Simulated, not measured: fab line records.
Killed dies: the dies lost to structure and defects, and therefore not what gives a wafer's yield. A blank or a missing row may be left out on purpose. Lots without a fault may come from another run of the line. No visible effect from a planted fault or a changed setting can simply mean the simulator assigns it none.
Struck lot and sound lot, side by side | flow nand-harc | 14 steps out of a route of 1302
Sound: these wafers, L848.2, L848.3, L848.5. Struck: wafer L839.4. (L839.1, L839.2 of the same lot were not struck and are left out.) The cause comes at the end.
At each step with rows: each side's tool, then ch and its chambers, then its first start. Under that, the readings that differ: sound wafers | struck wafers | difference of the means | sigmas: that difference in standard deviations of wafers without a fault.
alike: same words and numbers on both sides, and readings whose means sit less than 2 such deviations apart. not compared: any withheld reading, any reading some wafer has no value for, any bound like >300 that may hide the same value, and any number with overlapping values for which the record gives no deviation.
The two part at a step that has a row with sigmas, a row that says differs or no value, or rows on one side only. Numbers that have no deviation but don't overlap get no sigmas and don't part them. A reading that every wafer of one side lacks parts them only if that side has two wafers or more.

first, 1 step without rows for these wafers: NHARC_A_STAIRCASE_HARDBAKE_311 (time 140 s).
NHARC_A_STAIRCASE_DESCUM_312: chemistry O2, time 3 s.
  sound on rie-diel-04 ch 0,3, day 23 17:31; struck on rie-diel-12 ch 1, day 20 09:11
  reading                     | sound       | struck | difference | sigmas
  drypump-motor-current-A (A) | 6.1 5.3 5.3 | 6.7    | +1.1       | +2
  alike: o2-flow-sccm, oes-product-au, rf-vpp-V, showerhead-plenum-p-Torr, throttle-valve-pct
  not compared: rf-hours-counter-h
NHARC_A_STAIRCASE_ETCH_313: etches the open film in CF4/CHF3.
  sound on rie-diel-04 ch 0,2,3, day 23 17:37; struck on rie-diel-12 ch 2, day 20 09:16
  reading                         | sound             | struck | difference | sigmas
  rf-fwd-power-W (W)              | 497.4 494.8 496.0 | 500.9  | +4.8       | +3
  showerhead-plenum-p-Torr (Torr) | 1.68 1.65 1.53    | 1.50   | -0.12      | -2
  alike: drypump-motor-current-A, oes-product-au, rf-vpp-V, throttle-valve-pct
  not compared: rf-hours-counter-h
NHARC_A_STAIRCASE_HM_OPEN_463: chemistry O2/COS.
  sound: rie-diel-04 ch 0,1; struck: rie-diel-12 ch 2
  reading                         | sound                | struck | difference | sigmas
  rf-vpp-V (V)                    | 465.9 471.7 472.4    | 464.5  | -5.5       | -2
  showerhead-plenum-p-Torr (Torr) | 3.04 3.34 3.34       | 2.98   | -0.26      | -2
  throttle-valve-pct (%)          | 28.321 28.334 28.319 | 28.350 | +0.025     | +3
  alike: drypump-motor-current-A, o2-flow-sccm, oes-product-au, rf-fwd-power-W
  not compared: rf-hours-counter-h
then, 1 step without rows for these wafers: NHARC_A_STAIRCASE_STRIP_464 (strips in O2/COS).
NHARC_A_STAIRCASE_ETCH_453: etches the open film in CF4/O2, target depth 30 nm, overetch 3 nm, time 16.5 s.
  sound: rie-diel-04 ch 0,2; struck: rie-diel-12 ch 2
  reading                         | sound             | struck | difference | sigmas
  rf-vpp-V (V)                    | 198.5 199.9 200.4 | 195.4  | -4.2       | -3
  showerhead-plenum-p-Torr (Torr) | 1.30 1.43 1.43    | 1.27   | -0.12      | -3
  alike: drypump-motor-current-A, o2-flow-sccm, oes-product-au, rf-fwd-power-W, throttle-valve-pct
  not compared: rf-hours-counter-h
then, 1 step without rows for these wafers: NHARC_A_STAIRCASE_ETCH_315 (etches the open film in C4F8/O2/Ar, target depth 2500 nm, time 607.1 s).
NHARC_A_STAIRCASE_STRIP_316: strips in O2.
  sound: rie-diel-04 ch 1,2,3; struck: rie-diel-12 ch 1
  alike: drypump-motor-current-A, o2-flow-sccm, oes-product-au, rf-vpp-V, showerhead-plenum-p-Torr, throttle-valve-pct
  not compared: rf-hours-counter-h
then, 3 steps without rows for these wafers: NHARC_A_STAIRCASE_STRIP_317 (strips in SPM, time 900 s); NHARC_A_STAIRCASE_PRECLEAN_318 (cleans in SC1); NHARC_A_STAIRCASE_SRD_329.
NHARC_A_STAIRCASE_ALD_415: deposits SiO2, target thk 30 nm, pulse time 6 s, ald cycles 300.
  sound on ald-hk-03 ch 1,3, day 23 19:22; struck on ald-hk-03 ch 3, day 20 11:03
  reading    | sound       | struck | difference | sigmas
  ald-cycles | 300 300 300 | 191    | -109       |
  alike: heater-power-w, precursor-pulse-height-rel
then, 2 steps without rows for these wafers: NHARC_A_STAIRCASE_ETCHBACK_416 (etches the open film in C4F8/O2/Ar, target depth 36 nm, time 7.2 s); NHARC_END_SORT_01.

## WHERE THEY PART
First at NHARC_A_STAIRCASE_DESCUM_312; last, within this record, at NHARC_A_STAIRCASE_ETCH_453. Later steps at which nothing parts them and some readings are alike: NHARC_A_STAIRCASE_STRIP_316, NHARC_A_STAIRCASE_ALD_415.

WHY: what the simulator had put in
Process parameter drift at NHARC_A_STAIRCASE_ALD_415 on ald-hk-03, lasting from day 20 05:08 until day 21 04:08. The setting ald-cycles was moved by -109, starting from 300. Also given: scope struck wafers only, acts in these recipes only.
